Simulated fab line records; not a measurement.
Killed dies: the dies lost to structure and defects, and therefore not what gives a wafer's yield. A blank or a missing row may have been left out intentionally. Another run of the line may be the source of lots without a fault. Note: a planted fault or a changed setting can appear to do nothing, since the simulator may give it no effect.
fab line records + flow n5_finfet
record:
- lots: 5
- wafers: 15
- last_day: 18
route steps=1938 shown BEOL_M0@729 BEOL_M4@1111 PASSIVATION@1936
lots that met no fault: from a run of the same line without faults
start_h: hours from the record's first day to the start of the lot's first wafer shown + wait_h: hours since the lot's step before + " repeats the value in the row above + L1.1+2: a single row standing in for several wafers + - value missing, or start not given + * or withheld: withheld + < > ~ a bound
route shown NAME@n: names a module that has steps shown in the file, with the first one's number in the route + usual: mean/standard deviation taken from wafers without a fault + same: alike in all rows + chamber/n: place in a boat + sites: the reading at each site + _std_site: standard deviation of those values + _edge_site: the outer-site mean with the inner-site mean subtracted + radius_mm: for every site, how far away it sits from the centre of the wafer + mask NAME#n: copy n + behind: tool/chamber where the wafer was last shaped + hold: cause of the lot's hold/its duration in hours/its outcome + device: whichever transistor did not switch (one of n, p or np) + end of line: at the end of the route, the tests of the same wafers + a step with no rows: only its recipe + killed: dies that structure and defects cost at the first sort, which is not the same as the wafer's yield + map: the dies of a wafer, with x for killed, . for not killed, _ for no die there
set.NAME: the run value of the setting; set.NAME@STEP: its run value at that earlier step + model.NAME: the simulator's own value behind a step, which no gauge read
lots seen at some steps along the route; tables by step, rows by wafer
services: the hour from which a tool's chamber was out of use, counted from the record's first day as start_h (under 0 if before that day), plus the number of hours and why
== steps ==
step: N5_BEOL_M0_DEGAS_112
recipe:
- ambient: vacuum
- temp_c: 250
- time_s: 60
step: N5_BEOL_M0_PRE_CLEAN_113
recipe:
- gas: H2/He
- time_s: 30
- temp_c: 250
step: N5_BEOL_M0_ALD_136
recipe:
- material: TaN
- target_thk_a: *
- temp_c: 275
- ald_precursor_family: PDMAT
- ald_co_reactant: NH3
- pressure_torr: 3
- carrier_flow_sccm: 1500
- pulse_time_s: 2
- purge_time_s: 3
- co_reactant_purge_time_s: 2
- co_reactant_pulse_time_s: 3
- ald_cycles: 30
- precursor_vessel_temp_c: 75
- precursor_vessel_pressure_torr: 26.25
- precursor_vessel_carrier_sccm: 1000
usual:
- heater_power_w: 436/53
| lot.wafer | tool         | chamber | start_h | wait_h | heater_power_w | since_wet_clean_h |
|-----------|--------------|---------|---------|--------|----------------|-------------------|
| L432.1    | ald_metal-03 | 0       | 136.38  | 0.0    | 478            | 4415              |
| L432.2    | "            | 1       | "       | "      | 416            | 4415              |
| L432.5    | "            | 1       | "       | "      | 396            | -                 |
| L437.2    | ald_metal-01 | 3       | 169.19  | 0.0    | 553            | 2909              |
| L437.3    | "            | 2       | "       | "      | 416            | 2909              |
| L437.5    | "            | 3       | "       | "      | 553            | -                 |
| L448.4    | ald_metal-02 | 2       | 229.14  | 0.0    | 474            | 6046              |
| L448.5    | "            | 2       | "       | "      | 471            | -                 |
| L448.6    | "            | 1       | "       | "      | 404            | -                 |
| L451.1    | ald_metal-03 | 2       | 247.36  | 0.3    | 385            | 4526              |
| L451.4    | "            | 0       | "       | "      | 480            | 4526              |
| L451.5    | "            | 0       | "       | "      | 491            | -                 |
| L452.1    | ald_metal-01 | 0       | 261.56  | 0.0    | 437            | 3001              |
| L452.3    | "            | 1       | "       | "      | 407            | 3001              |
| L452.5    | "            | 2       | "       | "      | 418            | -                 |
step: N5_BEOL_M0_SURFACE_TREAT_137
recipe:
- gas: Ar
- time_s: *
- ion_energy_ev: *
- ion_current_ma_cm2: 0.5
- pressure_mtorr: *
- ar_flow_sccm: 30
step: N5_BEOL_M0_CVD_115
recipe:
- material: Co
- target_thk_a: *
- temp_c: withheld
- precursor: CCTBA/H2
- pressure_torr: 30
- time_s: 120
step: N5_BEOL_M0_SPUTTER_116
recipe:
- material: Cu
- target_thk_a: 40
- temp_c: -20
- chamber_pressure_pa: 0.07
- power_w: withheld
- time_s: 7.37
step: N5_BEOL_M0_ANNEAL_117
recipe:
- temp_c: 400
- time_s: 60
- ambient: vacuum
usual:
- heater_power_w: 854/110
| lot.wafer | tool           | chamber | start_h | wait_h | heater_power_w |
|-----------|----------------|---------|---------|--------|----------------|
| L432.1    | pvd_sputter-01 | -       | 138.65  | 0.0    | 808            |
| L432.2    | "              | -       | "       | "      | 910            |
| L432.5    | "              | -       | "       | "      | 649            |
| L437.2    | pvd_sputter-03 | -       | 169.89  | 0.0    | 789            |
| L437.3    | "              | -       | "       | "      | 983            |
| L437.5    | "              | -       | "       | "      | 877            |
| L448.4    | pvd_sputter-03 | -       | 229.91  | 0.0    | 879            |
| L448.5    | "              | -       | "       | "      | 874            |
| L448.6    | "              | -       | "       | "      | 1031           |
| L451.1    | pvd_sputter-03 | -       | 248.03  | 0.0    | 996            |
| L451.4    | "              | -       | "       | "      | 874            |
| L451.5    | "              | -       | "       | "      | 990            |
| L452.1    | pvd_sputter-01 | -       | 262.36  | 0.0    | 930            |
| L452.3    | "              | -       | "       | "      | 845            |
| L452.5    | "              | -       | "       | "      | 816            |
step: N5_BEOL_M0_SPUTTER_132
recipe:
- material: Cu
- target_thk_a: 40
- temp_c: -20
- chamber_pressure_pa: 0.07
- power_w: withheld
- time_s: 7.37
step: N5_BEOL_M0_ANNEAL_133
recipe:
- temp_c: 400
- time_s: 60
- ambient: vacuum
usual:
- heater_power_w: 855/110
| lot.wafer | tool           | chamber | start_h | wait_h | heater_power_w |
|-----------|----------------|---------|---------|--------|----------------|
| L432.1    | pvd_sputter-01 | -       | 138.77  | 0.0    | 804            |
| L432.2    | "              | -       | "       | "      | 935            |
| L432.5    | "              | -       | "       | "      | 668            |
| L437.2    | pvd_sputter-03 | -       | 170.01  | 0.0    | 772            |
| L437.3    | "              | -       | "       | "      | 975            |
| L437.5    | "              | -       | "       | "      | 873            |
| L448.4    | pvd_sputter-03 | -       | 230.03  | 0.0    | 883            |
| L448.5    | "              | -       | "       | "      | 867            |
| L448.6    | "              | -       | "       | "      | 1032           |
| L451.1    | pvd_sputter-03 | -       | 248.15  | 0.0    | 967            |
| L451.4    | "              | -       | "       | "      | 886            |
| L451.5    | "              | -       | "       | "      | 977            |
| L452.1    | pvd_sputter-01 | -       | 262.48  | 0.0    | 913            |
| L452.3    | "              | -       | "       | "      | 823            |
| L452.5    | "              | -       | "       | "      | 817            |
step: N5_BEOL_M0_SPUTTER_134
recipe:
- material: Cu
- target_thk_a: 40
- temp_c: -20
- chamber_pressure_pa: 0.07
- power_w: withheld
- time_s: 7.37
usual:
- chuck_gas_flow_sccm: 1.25/0.052
- chuck_sensor_temp_C: -15.6/0.57
- throttle_valve_pct: 30.1/1.3
| lot.wafer | tool           | chamber | start_h | wait_h | chuck_gas_flow_sccm | chuck_sensor_temp_C | throttle_valve_pct |
|-----------|----------------|---------|---------|--------|---------------------|---------------------|--------------------|
| L432.1    | pvd_sputter-01 | -       | 138.81  | 0.0    | 1.24                | -15.4               | 29.3               |
| L432.2    | "              | -       | "       | "      | 1.29                | -14.8               | 31.2               |
| L432.5    | "              | -       | "       | "      | 1.35                | -15.0               | 29.3               |
| L437.2    | pvd_sputter-03 | -       | 170.05  | 0.0    | 1.28                | -15.3               | 31.9               |
| L437.3    | "              | -       | "       | "      | 1.21                | -15.5               | 29.7               |
| L437.5    | "              | -       | "       | "      | 1.25                | -17.0               | 32.9               |
| L448.4    | pvd_sputter-03 | -       | 230.07  | 0.0    | 1.32                | -17.0               | 33.0               |
| L448.5    | "              | -       | "       | "      | 1.19                | -16.8               | 33.1               |
| L448.6    | "              | -       | "       | "      | 1.27                | -16.4               | 29.3               |
| L451.1    | pvd_sputter-03 | -       | 248.19  | 0.0    | 1.29                | -15.5               | 29.6               |
| L451.4    | "              | -       | "       | "      | 1.28                | -16.8               | 33.1               |
| L451.5    | "              | -       | "       | "      | 1.15                | -15.5               | 29.9               |
| L452.1    | pvd_sputter-01 | -       | 262.52  | 0.0    | 1.23                | -14.7               | 30.9               |
| L452.3    | "              | -       | "       | "      | 1.27                | -15.6               | 29.0               |
| L452.5    | "              | -       | "       | "      | 1.24                | -15.7               | 29.1               |
step: N5_BEOL_M0_ANNEAL_135
recipe:
- temp_c: 400
- time_s: 60
- ambient: vacuum
step: N5_BEOL_M0_SPUTTER_141
recipe:
- material: Cu
- target_thk_a: 40
- temp_c: -20
- chamber_pressure_pa: 0.07
- power_w: withheld
- time_s: 7.37
usual:
- chuck_gas_flow_sccm: 1.25/0.049
- chuck_sensor_temp_C: -15.6/0.57
- throttle_valve_pct: 30.1/1.4
| lot.wafer | tool           | chamber | start_h | wait_h | chuck_gas_flow_sccm | chuck_sensor_temp_C | throttle_valve_pct |
|-----------|----------------|---------|---------|--------|---------------------|---------------------|--------------------|
| L432.1    | pvd_sputter-01 | -       | 138.93  | 0.0    | 1.24                | -15.5               | 29.2               |
| L432.2    | "              | -       | "       | "      | 1.19                | -14.8               | 30.9               |
| L432.5    | "              | -       | "       | "      | 1.34                | -15.2               | 29.0               |
| L437.2    | pvd_sputter-03 | -       | 170.17  | 0.0    | 1.27                | -15.5               | 31.9               |
| L437.3    | "              | -       | "       | "      | 1.21                | -15.5               | 29.7               |
| L437.5    | "              | -       | "       | "      | 1.33                | -16.9               | 32.8               |
| L448.4    | pvd_sputter-03 | -       | 230.19  | 0.0    | 1.27                | -17.0               | 33.1               |
| L448.5    | "              | -       | "       | "      | 1.27                | -16.9               | 33.0               |
| L448.6    | "              | -       | "       | "      | 1.27                | -16.5               | 29.4               |
| L451.1    | pvd_sputter-03 | -       | 248.31  | 0.0    | 1.35                | -15.4               | 29.7               |
| L451.4    | "              | -       | "       | "      | 1.16                | -16.7               | 33.0               |
| L451.5    | "              | -       | "       | "      | 1.18                | -15.5               | 30.0               |
| L452.1    | pvd_sputter-01 | -       | 262.64  | 0.0    | 1.35                | -14.8               | 31.1               |
| L452.3    | "              | -       | "       | "      | 1.32                | -15.7               | 28.6               |
| L452.5    | "              | -       | "       | "      | 1.28                | -15.6               | 29.0               |
step: N5_BEOL_M0_ECD_118
recipe:
- material: Cu
- target_thk_a: 3000
| lot.wafer | tool      | chamber | start_h | wait_h | model.Cu_of_BEOL_M0_ECD_118.thk_nm |
|-----------|-----------|---------|---------|--------|------------------------------------|
| L432.1    | ecd_cu-01 | 1       | 139.04  | 0.1    | 300.6                              |
| L432.2    | "         | 0       | "       | "      | 298.8                              |
| L432.5    | "         | 1       | "       | "      | 297.4                              |
| L437.2    | ecd_cu-01 | 0       | 170.29  | 0.1    | 300.4                              |
| L437.3    | "         | 0       | "       | "      | 300.6                              |
| L437.5    | "         | 1       | "       | "      | 88.2                               |
| L448.4    | ecd_cu-01 | 0       | 230.33  | 0.1    | 299                                |
| L448.5    | "         | 1       | "       | "      | 300.8                              |
| L448.6    | "         | 0       | "       | "      | 299.6                              |
| L451.1    | ecd_cu-02 | 1       | 248.43  | 0.1    | 299.4                              |
| L451.4    | "         | 1       | "       | "      | 299.8                              |
| L451.5    | "         | 1       | "       | "      | 305.4                              |
| L452.1    | ecd_cu-02 | 0       | 262.76  | 0.1    | 299.6                              |
| L452.3    | "         | 0       | "       | "      | 301                                |
| L452.5    | "         | 0       | "       | "      | 303.8                              |
step: N5_BEOL_M0_ANNEAL_119
recipe:
- temp_c: 225
- time_s: 90
- ambient: N2
step: N5_BEOL_M0_CMP_120
recipe:
- stop_on: SiOC
- t_overpolish_s: 6.9
- down_force_psi: 1
- platen_rpm: 50
- clearing_platen_down_force_psi: 1.5
- clearing_platen_rpm: 50
- post_cmp_clean: cu_alkaline
- clearing_platen_pad_velocity_m_s: 0.99484
- pad_velocity_m_s: 0.99484
usual:
- motor_current_A: 5.8/0.46
- slurry_filter_dp_kPa: 13.49/0.13
- slurry_flow_ml_min: 150.1/0.39
- time_to_endpoint_s: 63/4.7
| lot.wafer | tool   | chamber | start_h | wait_h | motor_current_A | slurry_filter_dp_kPa | slurry_flow_ml_min | time_to_endpoint_s |
|-----------|--------|---------|---------|--------|-----------------|----------------------|--------------------|--------------------|
| L432.2    | cmp-02 | 2       | 139.42  | 0.2    | 5.9             | 13.31                | 150.1              | 62                 |
| L432.1    | "      | 3       | "       | "      | 5.8             | 13.56                | 150.5              | 74                 |
| L432.5    | "      | 3       | "       | "      | 5.9             | 13.50                | 149.7              | 73                 |
| L437.2    | cmp-04 | 2       | 170.70  | 0.2    | 5.3             | 13.31                | 150.6              | 63                 |
| L437.3    | "      | 3       | "       | "      | 6.1             | 13.53                | 149.7              | 60                 |
| L437.5    | "      | 2       | "       | "      | 5.3             | 13.61                | 150.6              | 20                 |
| L448.4    | cmp-04 | 2       | 230.72  | 0.2    | 5.5             | 13.60                | 150.1              | 68                 |
| L448.6    | "      | 1       | "       | "      | 5.2             | 13.36                | 149.5              | 71                 |
| L448.5    | "      | 2       | "       | "      | 5.3             | 13.53                | 150.8              | 69                 |
| L451.1    | cmp-03 | 3       | 249.00  | 0.4    | 5.9             | 13.49                | 149.2              | 57                 |
| L451.4    | "      | 1       | "       | "      | 5.7             | 13.62                | 149.6              | 61                 |
| L451.5    | "      | 2       | "       | "      | 5.5             | 13.42                | 150.5              | 68                 |
| L452.3    | cmp-03 | 0       | 263.28  | 0.3    | 6.5             | 13.61                | 150.3              | 57                 |
| L452.1    | "      | 1       | "       | "      | 6.3             | 13.47                | 150.7              | 61                 |
| L452.5    | "      | 0       | "       | "      | 7.0             | 13.68                | 150.0              | 57                 |
step: N5_BEOL_M4_RC_MEAS_101
usual:
- DIBL_N: 35.0/2.4
- DIBL_P: 35.4/2.8
- IOFF_N: 0.14/0.045
- IOFF_P: 0.20/0.048
- ION_N: 667/19
- ION_P: 460/11
- SS_N: 71.2/0.71
- SS_P: 73.1/0.86
- VT_N: 252/4.6
- VT_P: -251/3.4
| lot.wafer | tool      | chamber | start_h | wait_h | DIBL_N[mV/V] | DIBL_P[mV/V] | IOFF_N[nA/um] | IOFF_P[nA/um] | ION_N[uA/um] | ION_P[uA/um] | SS_N[mV/dec] | SS_P[mV/dec] | VT_N[mV] | VT_P[mV] |
|-----------|-----------|---------|---------|--------|--------------|--------------|---------------|---------------|--------------|--------------|--------------|--------------|----------|----------|
| L432.1    | prober-02 | 0       | 181.94  | 0.0    | 36.4         | 37.0         | 0.16          | 0.22          | 672          | 459          | 71.9         | 74.2         | 247      | -251     |
| L432.2    | "         | 0       | "       | "      | 35.0         | 35.7         | 0.15          | 0.20          | 681          | 469          | 70.7         | 72.5         | 252      | -249     |
| L432.5    | "         | 0       | "       | "      | 33.6         | 33.9         | 0.13          | 0.18          | 684          | 464          | 70.4         | 73.1         | 249      | -251     |
| L437.2    | prober-02 | 0       | 222.28  | 0.2    | 34.8         | 34.8         | 0.12          | 0.18          | 645          | 443          | 71.6         | 73.2         | 253      | -252     |
| L437.3    | "         | 0       | "       | "      | 30.9         | 31.4         | 0.09          | 0.14          | 647          | 458          | 70.6         | 71.2         | 258      | -252     |
| L437.5    | "         | 0       | "       | "      | 34.4         | 35.5         | 0.13          | 0.18          | 666          | 461          | 70.8         | 72.9         | 252      | -251     |
| L448.4    | prober-02 | 0       | 277.36  | 0.7    | 36.1         | 35.2         | 0.14          | 0.20          | 691          | 477          | 71.3         | 73.9         | 252      | -252     |
| L448.5    | "         | 0       | "       | "      | 33.7         | 31.2         | 0.11          | 0.14          | 681          | 466          | 70.3         | 72.2         | 254      | -256     |
| L448.6    | "         | 0       | "       | "      | 39.1         | 37.8         | 0.21          | 0.24          | 666          | 456          | 72.0         | 74.4         | 246      | -250     |
| L451.1    | prober-02 | 0       | 302.25  | 0.0    | 30.8         | 33.0         | 0.10          | 0.14          | 656          | 461          | 70.8         | 72.5         | 255      | -255     |
| L451.4    | "         | 0       | "       | "      | 34.7         | 37.7         | 0.15          | 0.20          | 674          | 461          | 71.4         | 73.3         | 248      | -251     |
| L451.5    | "         | 0       | "       | "      | 31.4         | 33.8         | 0.11          | 0.16          | 672          | 471          | 70.4         | 73.0         | 253      | -255     |
| L452.1    | prober-01 | 0       | 311.26  | 0.0    | 38.3         | 40.4         | 0.22          | 0.30          | 695          | 475          | 71.2         | 74.0         | 247      | -246     |
| L452.3    | "         | 0       | "       | "      | 33.8         | 34.3         | 0.12          | 0.17          | 655          | 451          | 70.8         | 72.2         | 256      | -253     |
| L452.5    | "         | 0       | "       | "      | 36.6         | 38.4         | 0.18          | 0.25          | 695          | 475          | 71.8         | 74.2         | 247      | -248     |
step: N5_PASSIVATION_PROBE_49
usual:
- defect_limited_yield: 91.7/1.4
- killed_at_M0_to_M3: 32/9.7
- killed_at_M4_up: 14/5.5
- killed_at_contacts: 13/6.1
- killed_at_front_end: 35/10
- killed_at_other: 4.2/2.9
- killed_dies: 98/17
- killed_open: 63/12
- killed_short: 32/7.7
- sort_bin_5_function: 4.8/0.9
- sort_bin_6_memory: 3.1/0.63
- sort_n_pass: 1073/41
- sort_yield_pct: 91/3.5
same:
- gross_dies: 1180
- killed_at_back_side: 0
- sort_bin_4_leakage[%]: 0
- sort_bin_8_speed[%]: 0
| lot.wafer | tool      | chamber | start_h | wait_h | defect_limited_yield[%] | killed_at_M0_to_M3 | killed_at_M4_up | killed_at_contacts | killed_at_front_end | killed_at_other | killed_dies | killed_open | killed_short | sort_bin_5_function[%] | sort_bin_6_memory[%] | sort_n_pass | sort_yield_pct[%] |
|-----------|-----------|---------|---------|--------|-------------------------|--------------------|-----------------|--------------------|---------------------|-----------------|-------------|-------------|--------------|------------------------|----------------------|-------------|-------------------|
| L432.1    | prober-01 | -       | 287.61  | 0.0    | 90.5                    | 46                 | 9               | 13                 | 40                  | 4               | 112         | 79          | 33           | 5.8                    | 3.0                  | 1068        | 91                |
| L432.2    | prober-01 | -       | 287.66  | 0.1    | 92.8                    | 29                 | 3               | 15                 | 33                  | 5               | 85          | 60          | 22           | 4.7                    | 2.1                  | 1095        | 93                |
| L432.5    | prober-01 | -       | 287.81  | 0.2    | 90.5                    | 39                 | 16              | 22                 | 26                  | 9               | 112         | 65          | 45           | 6.1                    | 3.1                  | 1068        | 91                |
killed by level:class
L432.1 BEOL_M0_SAQP:geometric_particle:open=15 FIN_SAQP:geometric_particle:open=10 STI_FIN_REVEAL:geometric_particle:open=8 MOL_CONTACT_COAG:geometric_particle:open=8 BEOL_M2:geometric_particle:open=8 FIN_SAQP:geometric_particle:short=7 BEOL_M0_SAQP:geometric_particle:short=6 BEOL_M1:geometric_particle:open=6
L432.2 MOL_CONTACT_COAG:geometric_particle:open=14 FIN_SAQP:geometric_particle:open=10 BEOL_M2:geometric_particle:open=7 BEOL_M1:geometric_particle:open=6 GATE_CUT:geometric_particle:open=5 BEOL_M0_SAQP:geometric_particle:open=5 BEOL_M0_SAQP:geometric_particle:short=5 GATE_CUT:geometric_particle:short=4
L432.5 MOL_CONTACT_COAG:geometric_particle:open=15 BEOL_M0_SAQP:geometric_particle:short=13 BEOL_M0_SAQP:geometric_particle:open=10 MOL_CONTACT_COAG:geometric_particle:short=7 FIN_SAQP:geometric_particle:open=6 BEOL_M4:geometric_particle:open=6 FIN_SAQP:geometric_particle:short=5 STI_FIN_REVEAL:geometric_particle:short=4
== services ==
| tool           | chamber | start_h | hours | kind                           |
|----------------|---------|---------|-------|--------------------------------|
| ald_metal-02   | -       | 114.28  | 0.7   | repair                         |
| ald_metal-03   | -       | 117.21  | 1.4   | repair                         |
| cmp-03         | -       | 120.50  | 4.0   | pm                             |
| cmp-03         | -       | 124.50  | -     | consumable_replace:conditioner |
| cmp-03         | -       | 124.50  | -     | consumable_replace:pad         |
| pvd_sputter-01 | -       | 131.81  | 1.2   | repair                         |
| cmp-04         | -       | 134.27  | 5.4   | pm                             |
| cmp-03         | -       | 140.21  | 1.1   | repair                         |
| ecd_cu-01      | -       | 145.41  | 1.0   | repair                         |
| cmp-03         | -       | 156.23  | 4.1   | pm                             |
| ecd_cu-01      | -       | 165.78  | 2.9   | repair                         |
| ecd_cu-02      | -       | 175.58  | 5.8   | repair                         |
| cmp-04         | -       | 187.07  | 4.0   | pm                             |
| cmp-04         | -       | 191.07  | -     | consumable_replace:conditioner |
| cmp-04         | -       | 191.07  | -     | consumable_replace:pad         |
| cmp-03         | -       | 197.97  | 1.2   | repair                         |
| ecd_cu-02      | -       | 199.48  | 1.0   | repair                         |
| ald_metal-01   | 0       | 203.04  | 15.3  | repair                         |
| ald_metal-01   | -       | 217.23  | 2.8   | pm                             |
| ald_metal-02   | 0       | 219.79  | -     | calibration                    |
| cmp-03         | -       | 221.06  | 12.2  | pm                             |
| cmp-04         | -       | 238.15  | 41.2  | repair                         |
| cmp-03         | -       | 243.64  | 0.5   | repair                         |
| ald_metal-02   | -       | 247.65  | 2.8   | pm                             |
== key ==
first_sign:
- step: N5_BEOL_M0_CMP_120
- reading: time_to_endpoint_s
- direction: down
- sigmas: 9.3
- usual: *
- struck: *
effect none on later readings
model_effect:
- step: N5_BEOL_M0_ECD_118
- value: Cu_of_BEOL_M0_ECD_118.thk_nm
- without: 303.6
- struck: 88.2
met_at N5_BEOL_M0_ECD_118
struck_wafers L437.5
onset_between 139.04 170.29
fault:
- kind: process_parameter_drift
- tool: ecd_cu-01
- chamber: -
- onset_h: 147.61
- steps: N5_BEOL_M0_ECD_118
- channel: target_thk_a
- offset: *
- shape: step
- end_h: 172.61
- scope: struck_wafers_only
- acts_in: *
- stated: *
